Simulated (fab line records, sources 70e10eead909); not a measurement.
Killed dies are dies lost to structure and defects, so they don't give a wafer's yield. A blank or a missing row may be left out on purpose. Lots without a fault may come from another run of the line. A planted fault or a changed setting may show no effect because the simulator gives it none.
Chamber matching | flow nand_harc | NHARC_A_CONTACT_ETCH_110 on rie_diel-04: 4 sister chambers
The step etches the open film in CF4/O2, target depth 50 nm, overetch 5 nm, time 27.5 s. 4 wafers are shown with their chamber, then 11 later ones without.

WAFERS WITH THEIR CHAMBER
wafer  | chamber | showerhead_plenum_p_Torr (Torr)
L088.6 | 2       | 1.37
L092.4 | 3       | 1.40
L092.6 | 1       | 1.32
L093.2 | 0       | 1.31

WAFERS WITHOUT THEIR CHAMBER
wafer  | showerhead_plenum_p_Torr (Torr)
L093.3 | 1.37
L093.4 | 1.39
L094.1 | 1.32
L094.2 | 1.37
L094.5 | 1.31
L095.1 | 1.37
L095.3 | 1.39
L095.6 | 1.32
L096.1 | 1.31
L096.2 | 1.39
L096.6 | 1.39

WHICH CHAMBER EACH WENT THROUGH
wafer  | from the rows above     | in truth
L093.3 | 2                       | 2
L093.4 | can't be placed: 3 or 2 | 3
L094.1 | can't be placed: 1 or 0 | 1
L094.2 | 2                       | 2
L094.5 | can't be placed: 0 or 1 | 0
L095.1 | 2                       | 2
L095.3 | can't be placed: 3 or 2 | 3
L095.6 | can't be placed: 1 or 0 | 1
L096.1 | can't be placed: 0 or 1 | 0
L096.2 | can't be placed: 3 or 2 | 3
L096.6 | can't be placed: 3 or 2 | 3
Placed correctly: 3 of 11. Can't be placed from these rows: 8 (the true chamber is among the candidates in 8). Placed wrongly: 0.
How it was worked out, from the rows above alone: a wafer's distance from a chamber is the root of the sum, over the readings, of the square of ((its reading less the chamber's mean) divided by the reading's scatter). The wafer belongs to the nearest chamber; if the next one is less than 2 further off, it can't be placed. A chamber's mean is the mean of its shown wafers. The scatter: with one shown wafer a chamber, the root of the mean of the squares of how far each hidden wafer lies from its nearest shown one.
